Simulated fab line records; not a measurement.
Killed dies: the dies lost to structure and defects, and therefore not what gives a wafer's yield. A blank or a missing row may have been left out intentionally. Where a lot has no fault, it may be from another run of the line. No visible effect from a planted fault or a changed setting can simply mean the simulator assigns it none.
fab line records	flow nand_harc
record: lots: 5	wafers: 15	last_day: 33
route steps=1302 shown P_ZERO_WELL@14 END@1302
lots that met no fault: taken from a fault-free run of the same line
start_h: hours from the record's opening day to when the first of the lot's shown wafers began	wait_h: hours elapsed since this lot's preceding step	" the same as in the row above	L1.1+2: a row that stands for several wafers	- no value, or no start was given	* or withheld: withheld	< > ~ a bound
route shown NAME@n: NAME is a module with steps in the file, n the number in the route of the first one	usual: the fault-free wafers' mean and standard deviation	same: alike in all rows	chamber/n: place in a boat	sites: readings site by site	_std_site: the values' standard deviation	_edge_site: the outer-site mean with the inner-site mean subtracted	radius_mm: how far each site lies from the wafer's centre	mask NAME#n: copy n	behind: the most recent tool/chamber to have shaped the wafer	hold: why the lot was held/for how many hours/how that ended	device: which transistor (n, p or np) failed to switch	end of line: the route-end tests of the same wafers	a step given without rows: its recipe and nothing more	killed: the dies lost at the first sort to structure and to defects; this is not the yield of the wafer	map: a wafer's dies, x killed, . not, _ none there
set.NAME: the run value of the setting; set.NAME@STEP: its run value at that earlier step	model.NAME: the simulator's own value behind a step, which no gauge read
lots at some steps of the route; a table a step, a row a wafer
services: the hour from which a tool's chamber was out of use, counted from the record's first day as start_h (under 0 if before that day), plus the number of hours and why
== steps ==
step: NHARC_P_ZERO_WELL_CD_MEAS_11
recipe: target_cd_nm: 500	landing_energy_ev: 500
usual: cd_nm: 500.4/2.5
lot.wafer	tool	chamber	start_h	wait_h	cd_nm
L322.3	cd_sem-01	0	31.12	-	500.0
L322.4	"	0	"	"	503.5
L322.6	"	0	"	"	494.3
L327.2	cd_sem-03	0	81.12	-	497.6
L327.3	"	0	"	"	498.2
L327.5	"	0	"	"	500.0
L339.2	cd_sem-02	0	201.27	-	498.1
L339.5	"	0	"	"	500.6
L339.6	"	0	"	"	502.3
L341.1	cd_sem-02	0	221.24	-	502.4
L341.5	"	0	"	"	498.8
L341.6	"	0	"	"	500.4
L343.2	cd_sem-02	0	241.11	-	503.2
L343.3	"	0	"	"	506.1
L343.5	"	0	"	"	496.7
step: NHARC_P_ZERO_WELL_HARDBAKE_12
recipe: temp_c: 118	time_s: 65
step: NHARC_P_ZERO_WELL_DESCUM_13
recipe: time_s: 3	o2_flow_sccm: 200	ar_flow_sccm: 0	bias_power_w: 0	chemistry: O2
usual: drypump_motor_current_A: 5.9/0.35	oes_product_au: 1.003/0.013	rf_vpp_V: 57.8/0.87	showerhead_plenum_p_Torr: 1.91/0.11	throttle_valve_pct: 11.311/0.009
lot.wafer	tool	chamber	start_h	wait_h	drypump_motor_current_A	oes_product_au	rf_hours_counter_h	rf_vpp_V	showerhead_plenum_p_Torr	throttle_valve_pct
L322.3	rie_diel-11	1	31.27	-	5.4	1.013	40	56.7	1.79	11.284
L322.4	"	2	"	"	6.1	0.995	36	56.0	1.77	11.315
L322.6	"	1	"	"	5.4	1.001	-	55.9	1.79	11.313
L327.3	rie_diel-10	2	81.39	-	5.7	1.001	2	57.9	1.93	11.295
L327.2	"	0	"	"	5.7	1.011	1	57.8	1.93	11.304
L327.5	"	1	"	"	5.2	0.981	-	57.9	1.98	11.323
L339.2	rie_diel-10	2	201.43	-	5.7	1.028	50	57.0	1.91	11.331
L339.6	"	2	"	"	5.7	1.021	-	58.0	1.91	11.299
L339.5	"	0	"	"	5.6	1.018	-	58.3	1.92	11.326
L341.1	rie_diel-10	3	221.43	-	5.9	0.998	54	57.3	1.79	11.304
L341.6	"	0	"	"	5.6	1.001	-	57.7	1.92	11.307
L341.5	"	1	"	"	5.1	0.994	-	58.5	1.96	11.314
L343.2	rie_diel-11	1	241.27	-	5.5	0.993	43	56.9	1.77	11.298
L343.3	"	0	"	"	5.6	1.026	40	58.4	2.02	11.308
L343.5	"	2	"	"	6.2	0.998	-	58.6	2.06	11.311
step: NHARC_P_ZERO_WELL_ETCH_65
recipe: target_depth_a: 800	overetch_a: 240	time_s: 87.88	ion_energy_ev: 200	n2_flow_sccm: 150	h2_flow_sccm: 150	ar_flow_sccm: 0	rf_w: 400	bias_w: 150	chemistry: N2/H2
usual: drypump_motor_current_A: 5.9/0.34	h2_flow_sccm: 150.0/0.47	n2_flow_sccm: 150.0/0.49	oes_product_au: 1.003/0.012	rf_fwd_power_W: 397.5/1.4	rf_vpp_V: 430/3.3	showerhead_plenum_p_Torr: 2.03/0.12	throttle_valve_pct: 14.170/0.0097
lot.wafer	tool	chamber	start_h	wait_h	drypump_motor_current_A	h2_flow_sccm	n2_flow_sccm	oes_product_au	rf_fwd_power_W	rf_hours_counter_h	rf_vpp_V	showerhead_plenum_p_Torr	throttle_valve_pct
L322.3	rie_diel-11	3	31.36	0.1	6.1	149.4	149.9	1.010	400.3	25	432	2.08	14.165
L322.4	"	1	"	"	5.5	150.1	150.5	0.999	396.5	40	426	1.90	14.153
L322.6	"	3	"	"	6.1	149.6	150.2	1.013	399.8	-	432	2.08	14.158
L327.3	rie_diel-10	1	81.62	0.2	5.2	150.0	149.9	0.992	397.6	2	434	2.11	14.155
L327.2	"	2	"	"	5.7	149.8	149.9	1.015	397.7	2	432	2.05	14.167
L327.5	"	1	"	"	5.2	149.5	150.3	0.986	396.9	-	433	2.11	14.164
L339.2	rie_diel-10	3	201.53	0.1	5.9	149.8	149.7	0.993	396.8	50	425	1.90	14.189
L339.5	"	0	"	"	5.7	151.0	150.4	1.009	397.9	-	431	2.04	14.169
L339.6	"	2	"	"	5.7	150.1	149.6	1.017	395.8	-	430	2.04	14.161
L341.1	rie_diel-10	1	221.51	0.1	5.1	149.6	150.7	1.012	395.7	49	430	2.10	14.170
L341.6	"	2	"	"	5.7	149.9	150.8	1.023	396.8	-	430	2.03	14.176
L341.5	"	3	"	"	5.9	149.7	150.1	0.997	396.5	-	426	1.90	14.185
L343.3	rie_diel-11	2	241.36	0.1	6.1	150.8	149.6	0.991	396.7	44	437	2.20	14.163
L343.2	"	0	"	"	5.6	150.0	150.7	1.012	397.2	40	434	2.16	14.156
L343.5	"	1	"	"	5.5	149.6	150.2	1.004	398.9	-	426	1.88	14.167
step: NHARC_P_ZERO_WELL_ETCH_62
recipe: target_depth_a: 130	time_s: 6.5	chf3_flow_sccm: 50	ar_flow_sccm: 200	rf_w: 500	bias_w: 200	chemistry: CHF3/Ar
usual: drypump_motor_current_A: 5.9/0.34	oes_product_au: 0.963/0.02	rf_fwd_power_W: 488.5/1.8	rf_vpp_V: 370.3/2.9	showerhead_plenum_p_Torr: 2.33/0.12	throttle_valve_pct: 20.217/0.0087
lot.wafer	tool	chamber	start_h	wait_h	drypump_motor_current_A	oes_product_au	rf_fwd_power_W	rf_hours_counter_h	rf_vpp_V	showerhead_plenum_p_Torr	throttle_valve_pct
L322.4	rie_diel-11	1	-	-	5.5	0.969	488.6	40	367.2	2.19	20.216
L322.3	"	3	"	"	6.0	0.990	489.2	25	371.7	2.39	20.223
L322.6	"	0	"	"	5.6	0.966	487.3	-	374.1	2.49	20.216
L327.3	rie_diel-10	0	-	-	5.7	0.939	490.9	2	370.3	2.37	20.218
L327.2	"	2	"	"	5.7	0.947	487.0	2	369.4	2.36	20.218
L327.5	"	0	"	"	5.7	0.947	490.7	-	372.8	2.37	20.199
L339.2	rie_diel-10	0	-	-	5.7	0.961	491.9	50	368.6	2.35	20.216
L339.6	"	0	"	"	5.7	0.959	490.0	-	371.0	2.35	20.224
L339.5	"	2	"	"	5.7	0.982	487.1	-	371.6	2.34	20.224
L341.1	rie_diel-10	3	-	-	5.9	0.976	487.8	54	367.4	2.20	20.226
L341.6	"	2	"	"	5.7	1.001	486.9	-	368.2	2.34	20.224
L341.5	"	3	"	"	5.9	0.971	487.3	-	367.5	2.20	20.210
L343.3	rie_diel-11	0	-	-	5.6	0.995	489.8	40	373.4	2.47	20.223
L343.2	"	3	"	"	6.1	0.987	488.9	45	371.4	2.36	20.216
L343.5	"	0	"	"	5.6	1.004	488.5	-	374.2	2.47	20.209
step: NHARC_P_ZERO_WELL_ETCH_63
recipe: target_depth_a: 1200	time_s: 40.1	hbr_flow_sccm: 150	cl2_flow_sccm: 50	rf_w: 400	icp_w: 400	bias_w: 100	chemistry: HBr/Cl2
usual: drypump_motor_current_A: 5.8/0.58	mfc_cl2_sccm: 50.00/0.13	oes_product_au: 0.998/0.013	rf_fwd_power_W: 395.4/1.6	throttle_valve_pct: 26.406/0.0093
lot.wafer	tool	chamber	start_h	wait_h	drypump_motor_current_A	mfc_cl2_sccm	oes_product_au	rf_fwd_power_W	rf_hours_counter_h	throttle_valve_pct
L322.4	rie_si-04	2	31.54	-	5.0	49.99	0.994	394.1	0.2	26.411
L322.3	"	0	"	"	6.0	50.17	1.003	396.1	0.3	26.404
L322.6	"	2	"	"	5.0	50.05	0.983	397.6	-	26.416
L327.2	rie_si-03	1	81.90	-	6.3	49.92	1.006	395.0	0.2	26.411
L327.3	"	3	"	"	6.2	50.41	1.004	395.4	0.2	26.404
L327.5	"	0	"	"	4.8	50.00	1.008	397.0	-	26.413
L339.2	rie_si-04	3	201.75	-	6.0	50.13	0.999	395.6	0.2	26.404
L339.6	"	0	"	"	6.1	49.97	0.994	396.2	-	26.402
L339.5	"	3	"	"	6.0	50.16	1.009	394.3	-	26.402
L341.1	rie_si-04	2	221.70	-	5.0	50.00	0.998	395.1	0.3	26.400
L341.6	"	1	"	"	6.7	49.67	0.996	397.6	-	26.404
L341.5	"	2	"	"	5.0	50.20	0.987	395.0	-	26.401
L343.2	rie_si-03	0	241.52	-	4.7	49.96	1.001	397.5	0.0	26.394
L343.3	"	3	"	"	6.2	49.90	1.014	394.3	0.0	26.397
L343.5	"	0	"	"	4.7	49.84	1.000	396.0	-	26.397
step: NHARC_P_ZERO_WELL_STRIP_15
recipe: time_s: 900	temp_c: 130	chemistry: SPM
step: NHARC_P_ZERO_WELL_DEHYDRATE_16
recipe: temp_c: 150	time_s: 120
step: NHARC_P_ZERO_WELL_HMDS_17
recipe: time_s: 30
step: NHARC_P_ZERO_WELL_COAT_18
recipe: spin_rpm: withheld
step: NHARC_P_ZERO_WELL_SOFTBAKE_19
recipe: temp_c: 122	time_s: 95
step: NHARC_P_ZERO_WELL_EBR_20
step: NHARC_P_ZERO_WELL_EXPOSE_21
recipe: na: 0.6	target_cd_nm: 720	dose_mj: 22.31	mask_id: P_NWELL
usual: stage_vel_mm_s: 499.99/0.25
lot.wafer	tool	chamber	start_h	wait_h	mask	stage_vel_mm_s
L322.3	krf_scanner-03	0	32.32	-	P_NWELL#0	499.75
L322.4	"	0	"	"	P_NWELL#0	499.77
L322.6	"	0	"	"	P_NWELL#0	499.78
L327.2	krf_scanner-02	0	82.66	-	P_NWELL_R1#0	499.64
L327.3	"	0	"	"	P_NWELL_R1#0	499.74
L327.5	"	0	"	"	P_NWELL_R1#0	500.05
L339.2	krf_scanner-03	0	202.52	-	P_NWELL#0	499.50
L339.5	"	0	"	"	P_NWELL#0	499.77
L339.6	"	0	"	"	P_NWELL#0	499.75
L341.1	krf_scanner-02	0	222.46	-	P_NWELL#0	499.99
L341.5	"	0	"	"	P_NWELL#0	500.01
L341.6	"	0	"	"	P_NWELL#0	500.25
L343.2	krf_scanner-03	0	242.17	-	P_NWELL#0	500.16
L343.3	"	0	"	"	P_NWELL#0	500.25
L343.5	"	0	"	"	P_NWELL#0	499.73
step: NHARC_P_ZERO_WELL_PEB_22
recipe: peb_temp_c: 118	peb_time_s: 85
step: NHARC_P_ZERO_WELL_DEVELOP_23
recipe: time_s: 70
step: NHARC_P_ZERO_WELL_CD_MEAS_24
recipe: target_cd_nm: 720	landing_energy_ev: 500
usual: cd_nm: 721.7/2
lot.wafer	tool	chamber	start_h	wait_h	hold	cd_nm
L322.3	cd_sem-01	0	32.47	-	-	722.8
L322.4	"	0	"	"	-	721.6
L322.6	"	0	"	"	-	720.1
L327.2	cd_sem-01	0	82.81	-	await_dispo/0.2h/release	644.0
L327.3	"	0	"	"	await_dispo/0.2h/release	646.8
L327.5	"	0	"	"	await_dispo/0.2h/release	650.0
L327.2	cd_sem-01	0	-	-	-	643.6
L327.3	"	0	"	"	-	647.0
L327.5	"	0	"	"	-	650.4
L339.2	cd_sem-02	0	202.68	-	-	718.0
L339.5	"	0	"	"	-	722.5
L339.6	"	0	"	"	-	721.9
L341.1	cd_sem-03	0	222.62	-	-	723.9
L341.5	"	0	"	"	-	721.2
L341.6	"	0	"	"	-	717.8
L343.2	cd_sem-02	0	242.33	-	-	723.8
L343.3	"	0	"	"	-	722.2
L343.5	"	0	"	"	-	721.8
step: NHARC_P_ZERO_WELL_DESCUM_26
recipe: time_s: 3	o2_flow_sccm: 200	ar_flow_sccm: 0	bias_power_w: 0	chemistry: O2
usual: drypump_motor_current_A: 5.9/0.36	oes_product_au: 1.005/0.012	rf_vpp_V: 57.8/0.91	showerhead_plenum_p_Torr: 1.91/0.095	throttle_valve_pct: 11.310/0.0087
lot.wafer	tool	chamber	start_h	wait_h	drypump_motor_current_A	oes_product_au	rf_hours_counter_h	rf_vpp_V	showerhead_plenum_p_Torr	throttle_valve_pct	model.P_ZERO_WELL.cd_nm
L322.3	rie_diel-10	2	32.65	-	5.7	1.013	38	57.8	1.93	11.308	722.2
L322.4	"	0	"	"	5.6	1.022	-	57.6	1.94	11.295	722
L322.6	"	2	"	"	5.7	1.016	-	57.9	1.93	11.312	719.7
L327.2	rie_diel-10	0	84.55	-	5.7	1.012	2	59.2	1.93	11.326	644.2
L327.3	"	3	"	"	5.9	0.991	2	57.7	1.80	11.304	646.5
L327.5	"	0	"	"	5.6	1.011	-	58.8	1.93	11.313	650.6
L339.2	rie_diel-10	2	202.84	-	5.7	1.010	50	58.6	1.91	11.316	717.4
L339.6	"	3	"	"	5.9	1.000	-	58.0	1.79	11.312	720.7
L339.5	"	0	"	"	5.7	1.002	-	59.1	1.92	11.305	722.6
L341.1	rie_diel-05	3	222.79	-	5.9	1.030	52	57.4	1.80	11.307	723.6
L341.5	"	2	"	"	6.1	1.010	-	59.0	1.82	11.303	721.7
L341.6	"	3	"	"	5.9	1.023	-	56.9	1.80	11.314	717.2
L343.2	rie_diel-05	1	242.50	-	6.0	1.021	0	58.4	2.06	11.309	724
L343.3	"	2	"	"	6.1	1.018	0	57.9	1.82	11.310	722.4
L343.5	"	0	"	"	6.7	0.992	-	57.2	1.86	11.311	722
step: NHARC_P_ZERO_WELL_IMPLANT_27
recipe: energy_kev: 600	dose_cm2: 1e+13	tilt_deg: 7
step: NHARC_END_SORT_01
recipe: temp_c: 25
usual: killed_at_array: 56/17	killed_at_other: 0.9/1.2	killed_at_periphery: 3.9/2.5	killed_dies: 61/17	killed_open: 3.2/1.8	killed_short: 2.7/1.7
same: gross_dies: 677
lot.wafer	tool	chamber	start_h	wait_h	killed_at_array	killed_at_other	killed_at_periphery	killed_dies	killed_open	killed_short
L327.2	prober-02	0	632.91	2.8	41	1	11	53	1	0
L327.3	prober-02	0	633.69	3.1	37	0	9	46	1	3
L327.5	prober-02	0	635.26	3.6	53	1	7	61	2	0
killed by level:class
L327.2 A_SLIT:chamber_film_flake=13 A_CHANNEL_HOLE_D2:chamber_film_flake=12 P_ZERO_WELL:area_expose=8 A_CHANNEL_HOLE_D1:chamber_film_flake=4 A_WL_FILL:chamber_film_flake=3 A_CONTACT:chamber_film_flake=3 P_M1:chamber_film_flake=2 A_STAIRCASE:chamber_film_flake=2
L327.3 A_SLIT:chamber_film_flake=18 P_ZERO_WELL:area_expose=6 A_CONTACT:chamber_film_flake=5 A_STAIRCASE:chamber_film_flake=3 P_ZERO_WELL:chamber_film_flake=2 A_CHANNEL_HOLE_D2:chamber_film_flake=2 A_CHANNEL_FILL_D2:chamber_film_flake=2 A_CHANNEL_FILL_D1:geometric_particle:short=1
L327.5 A_SLIT:chamber_film_flake=23 A_CHANNEL_HOLE_D2:chamber_film_flake=16 A_CONTACT:chamber_film_flake=5 A_STAIRCASE:chamber_film_flake=4 P_ZERO_WELL:area_expose=3 P_ZERO_WELL:chamber_film_flake=2 A_ONON_D2:geometric_particle:open=1 A_CHANNEL_FILL_D2:geometric_particle:open=1
== services ==
tool	chamber	start_h	hours	kind
rie_diel-10	1	26.63	13.7	repair
rie_diel-05	2	36.42	3.6	repair
rie_diel-11	1	38.98	5.0	repair
rie_si-03	-	44.00	9.0	pm
rie_diel-05	0	47.12	2.1	repair
krf_scanner-03	-	52.00	4.0	pm
rie_diel-05	-	53.46	9.0	pm
krf_scanner-02	-	59.08	5.9	repair
rie_diel-10	3	59.28	5.1	repair
rie_diel-10	-	65.67	9.0	pm
rie_diel-11	-	66.41	0.3	repair
rie_diel-11	-	78.55	9.0	pm
krf_scanner-02	-	94.00	4.0	pm
krf_scanner-02	-	98.32	1.5	repair
rie_diel-10	-	106.04	0.7	repair
rie_diel-10	2	120.65	10.4	repair
rie_diel-11	0	135.50	8.6	repair
rie_si-04	1	153.06	19.3	repair
rie_si-04	-	165.00	9.0	pm
rie_diel-10	1	173.21	33.8	repair
rie_si-04	2	190.77	21.1	repair
rie_diel-11	2	209.85	5.9	repair
rie_diel-11	-	212.84	2.0	repair
krf_scanner-03	-	224.00	4.0	pm
== key ==
first_sign: step: NHARC_P_ZERO_WELL_EXPOSE_21	reading: mask	direction: changed
effect: step: NHARC_P_ZERO_WELL_CD_MEAS_24	reading: visit	direction: added
effect: step: NHARC_P_ZERO_WELL_CD_MEAS_24	reading: cd_nm	direction: down	sigmas: 37	usual: 721.7	struck: 646.9
effect: step: NHARC_END_SORT_01	reading: killed_at_periphery	direction: up	sigmas: 2.1	usual: 3.9	struck: 9	wafers_moved: 2
model_effect: step: NHARC_P_ZERO_WELL_DESCUM_26	value: P_ZERO_WELL.cd_nm	without: 724.6	struck: 647.1
met_at NHARC_P_ZERO_WELL_EXPOSE_21
struck_wafers L327.2,L327.3,L327.5
tester_left_out L327
fault: kind: wrong_mask	tool: any	chamber: -	onset_h: 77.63	steps: NHARC_P_ZERO_WELL_EXPOSE_21	aux_copy: P_NWELL_R1#0	cd_offset_nm: -77.533	scope: struck_lots_only
tester_left_out: of these lots the tester's yield and bins aren't shown, on N5 and GAA mostly nor the transistor test; their killed dies are dies lost to structure and defects alone, not to doping, threshold or leakage, so they don't give the yield
